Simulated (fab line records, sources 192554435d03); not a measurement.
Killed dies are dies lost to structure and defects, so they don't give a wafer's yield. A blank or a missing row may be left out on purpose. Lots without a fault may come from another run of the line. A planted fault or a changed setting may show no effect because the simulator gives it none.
fab line records | flow n5_finfet
record lots=9 wafers=26 last_day=17
route steps=1938 shown FIN_SAQP@124 BEOL_M4@1111 PASSIVATION@1936
lots that met no fault: from a run of the same line without faults
start_h: hours from the record's first day to the start of the lot's first wafer shown | wait_h: hours since the lot's step before | " the same as in the row above | L1.1+2: a row that stands for several wafers | - no value, or no start given | * or withheld: withheld | < > ~ a bound
route shown NAME@n: a module of which the file shows steps, and the number in the route of the first | usual: mean/standard deviation of fault-free wafers | same: alike in all rows | chamber/n: place in a boat | sites: the reading at each site | _std_site: their standard deviation | _edge_site: outer sites' mean less inner sites' | radius_mm: how far each site lies from the wafer's centre | mask NAME#n: copy n | behind: the tool/chamber that last shaped the wafer | hold: why the lot was held/for how many hours/how that ended | device: the transistor (n, p or np) that didn't switch | end of line: the same wafers' tests at the end of the route | a step without rows: its recipe alone | killed: dies lost to structure and defects at the first sort, not the wafer's yield | map: a wafer's dies, x killed, . not, _ none there
set.NAME: the setting as run; set.NAME@STEP: as run at that earlier step | model.NAME: the simulator's own value behind a step, which no gauge read
steps of the route over a sample of lots; a table a step, a row a wafer
services: from which hour (start_h, from the record's first day; less than 0 if before it) a tool's chamber was out of use, for how many hours, and why
## steps
# step N5_FIN_SAQP_RECESS_75
# recipe chemistry=HF/NH3 target=SiO2 target_depth_a=144 afs_cycles=3 temp_c=30 sublimation_temp_c=180 sublimation_time_s=60
# usual drypump_motor_current_A=5.8/0.57 sublimation_temp_c=179.99/0.17
# columns lot.wafer tool chamber start_h wait_h drypump_motor_current_A sublimation_temp_c
L929.2 vapor_etch-02 0 30.11 0.1 6.2 179.98
L929.3 " 0 " " 6.2 179.85
L929.6 " 0 " " 6.2 180.27
L930.1 vapor_etch-02 0 34.39 0.0 6.2 179.83
L930.3 " 0 " " 6.2 180.25
L937.4 vapor_etch-01 0 77.02 0.1 5.0 179.89
L937.5 " 1 " " 6.2 180.08
L937.6 " 0 " " 5.0 179.86
L940.2 vapor_etch-01 0 95.49 0.0 5.0 179.86
L940.4 " 0 " " 5.0 180.05
L940.6 " 0 " " 5.0 180.08
L942.1 vapor_etch-01 1 106.32 0.0 6.2 180.10
L942.5 " 0 " " 5.0 179.91
L942.6 " 1 " " 6.2 180.07
L948.2 vapor_etch-01 0 142.18 0.0 5.0 180.15
L948.3 " 1 " " 6.2 180.06
L948.5 " 1 " " 6.2 179.90
L949.4 vapor_etch-02 1 148.29 0.1 6.2 179.99
L949.5 " 1 " " 6.2 179.98
L949.6 " 0 " " 6.2 180.16
L950.2 vapor_etch-01 1 154.57 0.0 6.2 180.04
L950.3 " 1 " " 6.2 180.09
L950.6 " 1 " " 6.2 180.10
L951.1 vapor_etch-02 0 161.45 0.0 6.2 179.95
L951.3 " 1 " " 6.2 180.09
L951.4 " 0 " " 6.2 180.07
# step N5_FIN_SAQP_RECESS_63
# recipe chemistry=HF/NH3 target=SiO2 target_depth_a=180 afs_cycles=3 temp_c=30 sublimation_temp_c=180 sublimation_time_s=60
# usual drypump_motor_current_A=5.7/0.6 sublimation_temp_c=179.99/0.17
# columns lot.wafer tool chamber start_h wait_h drypump_motor_current_A sublimation_temp_c
L929.2 vapor_etch-02 0 32.04 0.2 6.2 180.05
L929.3 " 0 " " 6.2 180.16
L929.6 " 0 " " 6.2 180.08
L930.1 vapor_etch-01 1 36.33 0.1 6.2 179.86
L930.3 " 0 " " 5.0 179.99
L937.4 vapor_etch-01 0 78.60 0.2 5.0 180.12
L937.5 " 1 " " 6.2 179.74
L937.6 " 0 " " 5.0 180.07
L940.2 vapor_etch-01 1 98.76 0.1 6.2 180.22
L940.4 " 1 " " 6.2 180.04
L940.6 " 1 " " 6.2 180.18
L942.1 vapor_etch-01 0 108.44 0.1 5.0 179.59
L942.5 " 0 " " 5.0 179.86
L942.6 " 1 " " 6.2 179.80
L948.2 vapor_etch-01 1 144.17 0.1 6.2 180.15
L948.3 " 0 " " 5.0 180.04
L948.5 " 1 " " 6.2 180.19
L949.4 vapor_etch-01 1 150.19 0.2 6.2 180.43
L949.5 " 0 " " 5.0 179.85
L949.6 " 1 " " 6.2 180.03
L950.2 vapor_etch-01 1 156.28 0.1 6.2 179.92
L950.3 " 1 " " 6.2 180.12
L950.6 " 1 " " 6.2 179.98
L951.1 vapor_etch-01 1 163.02 0.1 6.2 180.03
L951.3 " 0 " " 5.0 180.38
L951.4 " 1 " " 6.2 179.65
# step N5_FIN_SAQP_ETCH_67
# recipe chemistry=CH3F/O2 target=SiNx target_depth_a=300 mask_material=SOC pressure_mtorr=30 source_w=395 bias_w=73 Ar_flow_sccm=150 CH3F_flow_sccm=30 O2_flow_sccm=20 ion_energy_ev=120
# usual CH3F_flow_sccm=30.00/0.091 O2_flow_sccm=20.00/0.058 drypump_motor_current_A=5.7/0.4 oes_product_au=0.83/0.098 rf_vpp_V=297/7.3 showerhead_plenum_p_Torr=2.02/0.078 throttle_valve_pct=16.3/0.31
# columns lot.wafer tool chamber start_h wait_h CH3F_flow_sccm O2_flow_sccm drypump_motor_current_A oes_product_au rf_hours_counter_h rf_vpp_V showerhead_plenum_p_Torr throttle_valve_pct
L929.2 rie_diel-03 2 32.79 0.0 30.07 19.83 5.5 0.70 242 285 1.88 16.8
L929.3 " 1 " " 30.03 19.94 5.7 0.69 221 285 1.88 16.5
L929.6 " 2 " " 30.11 19.94 5.5 0.70 - 285 1.88 16.8
L930.1 rie_diel-03 2 36.96 0.0 30.03 19.97 5.5 0.70 245 285 1.88 16.8
L930.3 " 1 " " 29.92 19.96 5.6 0.70 223 284 1.88 16.5
L937.4 rie_diel-06 0 79.01 0.0 30.08 19.98 6.1 0.92 - 305 2.12 15.8
L937.5 " 3 " " 29.93 20.05 5.8 0.89 - 297 2.12 16.1
L937.6 " 1 " " 30.12 20.07 6.1 0.84 - 296 1.94 16.3
L940.2 rie_diel-06 2 99.28 0.0 30.03 19.94 5.1 0.96 3 298 2.05 15.9
L940.4 " 0 " " 30.09 20.03 6.2 0.90 - 305 2.12 15.8
L940.6 " 2 " " 30.02 20.06 5.1 0.96 - 297 2.05 15.9
L942.1 rie_diel-02 2 109.03 0.0 30.10 19.99 5.5 0.70 223 300 1.97 16.5
L942.5 " 1 " " 29.90 19.96 5.7 0.70 - 303 2.05 16.4
L942.6 " 2 " " 29.95 20.02 5.5 0.69 - 299 1.97 16.5
L948.2 rie_diel-06 0 144.67 0.0 - - - - - - - -
L948.3 " 2 " " - - - - - - - -
L948.5 " 1 " " - - - - - - - -
L949.4 rie_diel-03 2 150.58 0.0 - - - - - - - -
L949.5 " 3 " " - - - - - - - -
L949.6 " 0 " " - - - - - - - -
L950.2 rie_diel-06 3 156.79 0.0 - - - - - - - -
L950.3 " 1 " " - - - - - - - -
L950.6 " 3 " " - - - - - - - -
L951.1 rie_diel-02 1 163.70 0.0 29.85 20.03 5.7 0.68 251 303 2.05 16.4
L951.3 " 3 " " 30.11 20.05 4.9 0.82 79 295 2.03 16.0
L951.4 " 2 " " 30.14 19.94 5.6 0.67 241 299 1.97 16.5
# step N5_FIN_SAQP_MANDREL2_REMOVE_60
# recipe chemistry=HBr/Cl2/O2 bt_time_s=10 target=a-Si stop_on=SiNx endpoint=OES-SiCl over_etch_frac=1 icp_w=600 bias_w=22 HBr_flow_sccm=150 Cl2_flow_sccm=80 O2_flow_sccm=5 pressure_mtorr=10
# usual drypump_motor_current_A=5.9/0.4 oes_product_au=1.006/0.019 throttle_valve_pct=36.6/0.34
# columns lot.wafer tool chamber start_h wait_h drypump_motor_current_A oes_product_au rf_hours_counter_h throttle_valve_pct
L929.2 rie_si-02 1 34.04 0.1 6.0 1.025 80 36.7
L929.3 " 0 " " 6.3 1.023 82 36.6
L929.6 " 0 " " 6.3 1.020 - 36.6
L930.1 rie_si-06 0 37.90 0.1 6.3 0.955 53 36.1
L930.3 " 3 " " 6.0 0.984 15 37.1
L937.4 rie_si-02 0 79.64 0.0 6.3 1.013 83 36.6
L937.5 " 3 " " 5.7 1.017 - 36.8
L937.6 " 2 " " 5.8 1.009 - 36.9
L940.2 rie_si-04 1 99.95 0.1 5.7 1.009 197 36.4
L940.4 " 2 " " 5.7 0.987 167 36.8
L940.6 " 2 " " 5.7 0.990 - 36.7
L942.1 rie_si-06 2 110.11 0.1 6.1 0.997 42 36.5
L942.5 " 0 " " 6.2 0.967 - 36.2
L942.6 " 1 " " 5.6 0.985 - 36.9
L948.2 rie_si-06 1 145.34 0.1 5.5 0.996 136 36.9
L948.3 " 0 " " 6.3 0.960 55 36.2
L948.5 " 0 " " 6.2 0.962 - 36.2
L949.4 rie_si-06 0 151.24 0.1 6.3 0.969 55 36.2
L949.5 " 0 " " 6.2 0.973 - 36.1
L949.6 " 3 " " 6.1 0.996 - 37.1
L950.2 rie_si-04 0 157.61 0.1 4.9 1.012 166 35.9
L950.3 " 2 " " 5.7 0.982 168 36.8
L950.6 " 0 " " 4.9 1.010 - 35.9
L951.1 rie_si-02 3 164.38 0.1 5.8 1.021 190 36.8
L951.3 " 2 " " 5.8 1.021 115 36.9
L951.4 " 1 " " 6.1 1.024 83 36.7
# step N5_FIN_SAQP_HM_OPEN_33
# recipe chemistry=CH3F/O2 target=SiNx mask_material=SiO2 target_depth_a=494 time_s=70.6 pressure_mtorr=30 source_w=395 bias_w=73 Ar_flow_sccm=150 CH3F_flow_sccm=30 O2_flow_sccm=20 ion_energy_ev=120 ends=cleared
# usual drypump_motor_current_A=5.7/0.43 etch_rf_on_time_s=68.8/1.6 oes_product_au=0.70/0.087 rf_vpp_V=297/6.9 showerhead_plenum_p_Torr=2.02/0.073 throttle_valve_pct=16.29/0.28
# columns lot.wafer tool chamber start_h wait_h drypump_motor_current_A etch_rf_on_time_s oes_product_au rf_hours_counter_h rf_vpp_V showerhead_plenum_p_Torr throttle_valve_pct
L929.2 rie_diel-03 0 34.20 0.0 6.1 69.4 0.77 36 295 2.05 16.54
L929.3 " 1 " " 5.7 69.7 0.59 222 285 1.88 16.51
L929.6 " 0 " " 6.1 71.0 0.76 - 293 2.05 16.55
L930.1 rie_diel-06 1 38.13 0.1 6.1 67.9 0.72 53 297 1.95 16.19
L930.3 " 3 " " 5.8 65.4 0.78 40 298 2.12 16.06
L937.4 rie_diel-03 3 79.84 0.1 5.6 69.6 0.79 - 314 2.05 16.03
L937.5 " 0 " " 6.1 71.6 0.74 - 294 2.04 16.58
L937.6 " 1 " " 5.7 72.7 0.57 - 285 1.87 16.54
L940.2 rie_diel-06 1 100.20 0.1 6.1 68.0 0.70 75 297 1.94 16.24
L940.4 " 2 " " 5.1 66.8 0.81 - 297 2.05 15.84
L940.6 " 0 " " 6.1 68.3 0.77 - 305 2.12 15.79
L942.1 rie_diel-02 0 110.26 0.0 6.4 67.6 0.87 1 295 1.98 16.46
L942.5 " 1 " " 5.7 69.5 0.60 - 306 2.05 16.34
L942.6 " 0 " " 6.4 69.4 0.87 - 294 1.98 16.45
L948.2 rie_diel-02 0 145.54 0.1 6.4 80.6 0.83 12 296 1.97 16.48
L948.3 " 1 " " 5.7 83.2 0.59 245 302 2.05 16.37
L948.5 " 3 " " 4.9 84.4 0.71 - 294 2.04 16.01
L949.4 rie_diel-02 1 151.40 0.0 5.7 84.2 0.59 246 303 2.05 16.38
L949.5 " 3 " " 4.9 81.7 0.71 - 294 2.03 16.02
L949.6 " 0 " " 6.4 79.2 0.82 - 295 1.97 16.49
L950.2 rie_diel-03 0 157.77 0.0 6.2 83.1 0.70 90 293 2.03 16.66
L950.3 " 3 " " 5.7 81.6 0.73 47 312 2.03 16.08
L950.6 " 0 " " 6.2 84.3 0.71 - 294 2.03 16.66
L951.1 rie_diel-02 0 164.60 0.1 6.4 66.3 0.81 19 295 1.97 16.49
L951.3 " 2 " " 5.6 68.2 0.58 242 299 1.97 16.49
L951.4 " 3 " " 4.9 68.9 0.70 79 294 2.03 15.99
# step N5_BEOL_M4_RC_MEAS_101
# usual DIBL_N=36.3/1.6 DIBL_P=36.2/2 IOFF_N=0.160/0.028 IOFF_P=0.21/0.036 ION_N=677/11 ION_P=465/6.9 SS_N=71.5/0.55 SS_P=73.3/0.64 VT_N=250/3 VT_P=-250/3.5
# columns lot.wafer tool chamber start_h wait_h DIBL_N[mV/V] DIBL_P[mV/V] IOFF_N[nA/um] IOFF_P[nA/um] ION_N[uA/um] ION_P[uA/um] SS_N[mV/dec] SS_P[mV/dec] VT_N[mV] VT_P[mV]
L929.2 prober-02 0 168.04 0.2 35.3 35.1 0.145 0.20 682 464 70.8 72.4 250 -248
L929.3 " 0 " " 36.1 35.6 0.159 0.21 679 471 70.7 72.5 248 -247
L929.6 " 0 " " 36.5 36.0 0.167 0.22 675 462 70.7 72.9 249 -251
L930.1 prober-01 0 172.22 0.0 32.7 32.0 0.112 0.15 668 454 70.4 72.0 253 -257
L930.3 " 0 " " 35.3 35.6 0.149 0.19 671 462 71.5 72.9 249 -253
L937.4 prober-01 0 231.14 0.5 37.8 38.9 0.187 0.29 684 478 71.4 73.6 246 -243
L937.5 " 0 " " 38.0 39.1 0.190 0.29 688 479 72.1 73.4 248 -243
L937.6 " 0 " " 37.6 38.2 0.177 0.27 673 469 71.1 73.6 248 -244
L940.2 prober-02 0 240.42 0.2 37.0 34.4 0.143 0.18 663 460 71.6 73.0 253 -253
L940.4 " 0 " " 35.0 33.2 0.127 0.17 668 463 70.7 72.5 253 -256
L940.6 " 0 " " 35.2 32.7 0.130 0.16 673 459 71.0 72.9 254 -257
L942.1 prober-01 0 245.65 0.0 37.1 37.1 0.172 0.22 685 467 71.9 73.7 251 -254
L942.5 " 0 " " 36.4 36.7 0.171 0.21 678 462 72.1 73.8 249 -251
L942.6 " 0 " " 37.3 37.1 0.188 0.21 676 463 71.7 73.6 249 -252
L951.1 prober-02 0 309.49 0.0 36.5 36.4 0.155 0.19 671 453 72.0 73.5 250 -254
L951.3 " 0 " " 35.6 35.2 0.144 0.16 678 456 71.4 73.4 251 -257
L951.4 " 0 " " 36.0 35.8 0.139 0.17 670 452 71.6 73.5 249 -253
# step N5_PASSIVATION_PROBE_49
# usual defect_limited_yield=91.2/1.5 killed_at_M0_to_M3=36/10 killed_at_M4_up=13/6 killed_at_contacts=11/5.2 killed_at_front_end=40/11 killed_at_other=3.1/2.9 killed_dies=104/17 killed_on_rim=14/3.6 killed_open=66/12 killed_short=34/7.7 sort_bin_5_function=5.1/0.91 sort_bin_6_memory=3.2/0.67 sort_n_pass=1076/17 sort_yield_pct=91.2/1.5
# same gross_dies=1180 killed_at_back_side=0 sort_bin_4_leakage[%]=0 sort_bin_8_speed[%]=0
# columns lot.wafer tool chamber start_h wait_h defect_limited_yield[%] killed_at_M0_to_M3 killed_at_M4_up killed_at_contacts killed_at_front_end killed_at_other killed_dies killed_on_rim killed_open killed_short sort_bin_5_function[%] sort_bin_6_memory[%] sort_n_pass sort_yield_pct[%]
L937.4 prober-02 - 348.82 0.2 90.7 41 8 8 52 1 110 16 63 46 6.0 2.9 1070 90.7
L937.5 prober-02 - 348.87 0.2 91.0 34 15 16 35 6 106 15 61 33 4.9 3.3 1074 91.0
L937.6 prober-02 - 348.92 0.3 91.4 45 18 9 25 5 102 12 73 28 5.0 3.4 1078 91.4
L942.1 prober-02 - 355.48 0.0 93.5 26 11 8 32 0 77 11 53 21 4.2 1.9 1103 93.5
L942.5 prober-02 - 355.68 0.2 92.4 34 12 10 34 0 90 14 60 29 4.7 2.6 1090 92.4
L942.6 prober-02 - 355.73 0.3 90.5 37 14 15 46 0 112 11 71 41 5.8 3.6 1068 90.5
L949.4 prober-02 - 403.17 0.2 0 32 33 7 1108 0 1180 152 77 31 95.9 4.0 0 0
L949.5 prober-02 - 403.22 0.2 0 25 10 7 1138 0 1180 152 48 25 97.7 2.2 0 0
L949.6 prober-02 - 403.27 0.3 0 34 18 8 1120 0 1180 152 71 24 96.9 2.7 0 0
L948.2 prober-01 - 403.92 0.1 0 37 25 19 1099 0 1180 152 91 38 95.8 3.9 0 0
L948.3 prober-01 - 403.97 0.1 0 34 7 14 1122 3 1180 152 60 39 96.8 2.8 0 0
L948.5 prober-01 - 404.07 0.2 0 32 21 2 1120 5 1180 152 73 32 95.9 3.8 0 0
L950.2 prober-02 - 417.33 0.1 0 15 4 6 1150 5 1180 152 34 22 97.4 2.5 0 0
L950.3 prober-02 - 417.38 0.1 0 26 14 2 1136 2 1180 152 48 34 96.9 2.8 0 0
L950.6 prober-02 - 417.53 0.3 0 26 12 11 1127 4 1180 152 66 37 96.4 3.0 0 0
# killed by level:class
L937.4 FIN_SAQP:geometric_particle:short=17 FIN_SAQP:geometric_particle:open=14 BEOL_M0_SAQP:geometric_particle:short=11 BEOL_M0_SAQP:geometric_particle:open=9 BEOL_M2:geometric_particle:open=8 MOL_CONTACT_COAG:geometric_particle:open=7 BEOL_M1:geometric_particle:open=7 STARTING-WAFER:geometric_particle:short=6
L937.5 MOL_CONTACT_COAG:geometric_particle:open=14 BEOL_M0_SAQP:geometric_particle:short=10 BEOL_M3:geometric_particle:open=8 FIN_SAQP:geometric_particle:short=7 BEOL_M1:geometric_particle:open=7 BEOL_M0_SAQP:geometric_particle:open=7 HKMG_FIN:area_etch=7 FIN_SAQP:geometric_particle:open=4
L937.6 BEOL_M0_SAQP:geometric_particle:open=12 BEOL_M0_SAQP:geometric_particle:short=10 BEOL_M3:geometric_particle:open=10 BEOL_M4:geometric_particle:open=10 FIN_SAQP:geometric_particle:open=7 MOL_CONTACT_COAG:geometric_particle:open=6 STI_FIN_REVEAL:geometric_particle:open=5 BEOL_M1:geometric_particle:open=4
L942.1 STARTING-WAFER:geometric_particle:short=8 FIN_SAQP:geometric_particle:open=7 MOL_CONTACT_COAG:geometric_particle:open=7 STI_FIN_REVEAL:geometric_particle:open=5 BEOL_M0_SAQP:geometric_particle:open=5 BEOL_M4:geometric_particle:open=5 BEOL_M2:geometric_particle:open=4 BEOL_M3:geometric_particle:open=4
L942.5 BEOL_M0_SAQP:geometric_particle:open=10 FIN_SAQP:geometric_particle:open=9 MOL_CONTACT_COAG:geometric_particle:open=9 FIN_SAQP:geometric_particle:short=8 BEOL_M2:geometric_particle:short=6 BEOL_M4:geometric_particle:open=6 BEOL_M0_SAQP:geometric_particle:short=5 BEOL_M0:geometric_particle:open=5
L942.6 STI_FIN_REVEAL:geometric_particle:open=11 FIN_SAQP:geometric_particle:short=10 MOL_CONTACT_COAG:geometric_particle:open=9 BEOL_M2:geometric_particle:open=8 DUMMY_GATE:geometric_particle:open=7 BEOL_M1:geometric_particle:open=7 BEOL_M0_SAQP:geometric_particle:open=6 MOL_CONTACT_COAG:geometric_particle:short=6
L949.4 FIN_SAQP:area_etch=1072 BEOL_M4:geometric_particle:open=21 BEOL_M0_SAQP:geometric_particle:open=9 FIN_SAQP:geometric_particle:open=8 GATE_CUT:geometric_particle:short=6 BEOL_M1:geometric_particle:open=6 STI_FIN_REVEAL:geometric_particle:open=5 MOL_CONTACT_COAG:geometric_particle:open=5
L949.5 FIN_SAQP:area_etch=1107 FIN_SAQP:geometric_particle:short=9 FIN_SAQP:geometric_particle:open=6 BEOL_M0_SAQP:geometric_particle:open=6 MOL_CONTACT_COAG:geometric_particle:open=5 BEOL_M4:geometric_particle:open=5 BEOL_M3:geometric_particle:open=5 BEOL_M0_SAQP:geometric_particle:short=4
L949.6 FIN_SAQP:area_etch=1085 FIN_SAQP:geometric_particle:open=14 BEOL_M3:geometric_particle:open=11 BEOL_M4:geometric_particle:open=10 MOL_CONTACT_COAG:geometric_particle:open=8 BEOL_M0_SAQP:geometric_particle:open=8 FIN_SAQP:geometric_particle:short=7 BEOL_M0_SAQP:geometric_particle:short=6
L948.2 FIN_SAQP:area_etch=1049 FIN_SAQP:geometric_particle:open=13 BEOL_M4:geometric_particle:open=13 MOL_CONTACT_COAG:geometric_particle:open=12 BEOL_M1:geometric_particle:open=12 FIN_SAQP:geometric_particle:short=11 MOL_CONTACT_COAG:geometric_particle:short=7 BEOL_M0_SAQP:geometric_particle:open=6
L948.3 FIN_SAQP:area_etch=1079 FIN_SAQP:geometric_particle:short=14 BEOL_M0_SAQP:geometric_particle:open=13 FIN_SAQP:geometric_particle:open=9 MOL_CONTACT_COAG:geometric_particle:open=9 MOL_CONTACT_COAG:geometric_particle:short=5 BEOL_M2:geometric_particle:open=4 BEOL_M0_SAQP:geometric_particle:short=4
L948.5 FIN_SAQP:area_etch=1072 FIN_SAQP:geometric_particle:open=19 FIN_SAQP:geometric_particle:short=12 BEOL_M0_SAQP:geometric_particle:open=9 BEOL_M4:geometric_particle:open=9 BEOL_M0_SAQP:geometric_particle:short=5 BEOL_M1:geometric_particle:open=5 BEOL_M4:geometric_particle:short=5
L950.2 FIN_SAQP:area_etch=1123 FIN_SAQP:geometric_particle:short=6 BEOL_M3:geometric_particle:open=6 STI_FIN_REVEAL:geometric_particle:open=4 GATE_CUT:geometric_particle:short=4 MOL_CONTACT_COAG:geometric_particle:open=4 BEOL_M1:geometric_particle:open=4 FIN_SAQP:geometric_particle:open=3
L950.3 FIN_SAQP:area_etch=1097 FIN_SAQP:geometric_particle:open=10 BEOL_M3:geometric_particle:open=8 FIN_SAQP:geometric_particle:short=7 BEOL_M0_SAQP:geometric_particle:open=7 BEOL_M4:geometric_particle:open=6 GATE_CUT:geometric_particle:short=5 BEOL_M0_SAQP:geometric_particle:short=5
L950.6 FIN_SAQP:area_etch=1077 FIN_SAQP:geometric_particle:short=16 FIN_SAQP:geometric_particle:open=14 BEOL_M3:geometric_particle:open=10 MOL_CONTACT_COAG:geometric_particle:open=9 STI_FIN_REVEAL:geometric_particle:open=7 BEOL_M0_SAQP:geometric_particle:open=7 BEOL_M4:geometric_particle:open=5
## services
# columns tool chamber start_h hours kind
rie_diel-06 - 13.91 0.5 repair
rie_diel-03 0 14.41 13.1 repair
rie_diel-06 0 25.37 - clean
rie_diel-06 0 25.37 - consumable_replace:focus_ring
rie_diel-06 0 25.37 - consumable_replace:showerhead
rie_diel-06 0 25.37 20.9 scheduled_down
rie_diel-06 0 25.37 20.9 vent_cycle
rie_diel-03 3 31.01 - clean
rie_diel-06 2 52.54 19.3 repair
rie_si-06 2 64.87 7.6 repair
rie_diel-03 - 65.45 0.9 repair
rie_si-04 2 66.32 3.5 repair
rie_diel-02 0 77.36 - clean
rie_diel-02 0 77.36 - consumable_replace:focus_ring
rie_diel-02 0 77.36 29.5 scheduled_down
rie_diel-02 0 77.36 29.5 vent_cycle
vapor_etch-01 - 80.30 8.8 repair
rie_diel-02 - 84.41 2.8 pm
rie_diel-06 1 86.68 6.4 repair
rie_diel-06 3 86.70 63.1 repair
rie_diel-06 2 88.79 6.8 repair
rie_diel-06 - 92.52 4.2 repair
rie_si-06 3 115.79 12.2 repair
rie_si-06 0 158.76 4.7 repair
## key
first_sign step=N5_FIN_SAQP_ETCH_67 reading=tool_record direction=missing
effect step=N5_FIN_SAQP_HM_OPEN_33 reading=etch_rf_on_time_s direction=up sigmas=8.8 usual=* struck=*
effect step=N5_PASSIVATION_PROBE_49 reading=sort_bin_5_function direction=up sigmas=99+ usual=5.1 struck=96.6
more_kills_born_at N5_FIN_SAQP_ETCH_67@rie_diel-06=6497 N5_FIN_SAQP_ETCH_67@rie_diel-03=3264
met_at N5_FIN_SAQP_ETCH_67
struck_lots L948,L949,L950
later_rows_left_out L948.2,L948.3,L948.5,L949.4,L949.5,L949.6,L950.2,L950.3,L950.6
not_acting_at N5_FIN_SAQP_RECESS_75,N5_FIN_SAQP_RECESS_63,N5_FIN_SAQP_MANDREL2_REMOVE_60
onset_between 99.28 144.67
fault kind=skipped_step_whole tool=rie_diel-03,rie_diel-06 chamber=- onset_h=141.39 steps=N5_FIN_SAQP_ETCH_67 scope=struck_lots_only
# later_rows_left_out: the simulator's readings of these wafers behind a module that went badly wrong aren't trusted and aren't shown, but for the sort
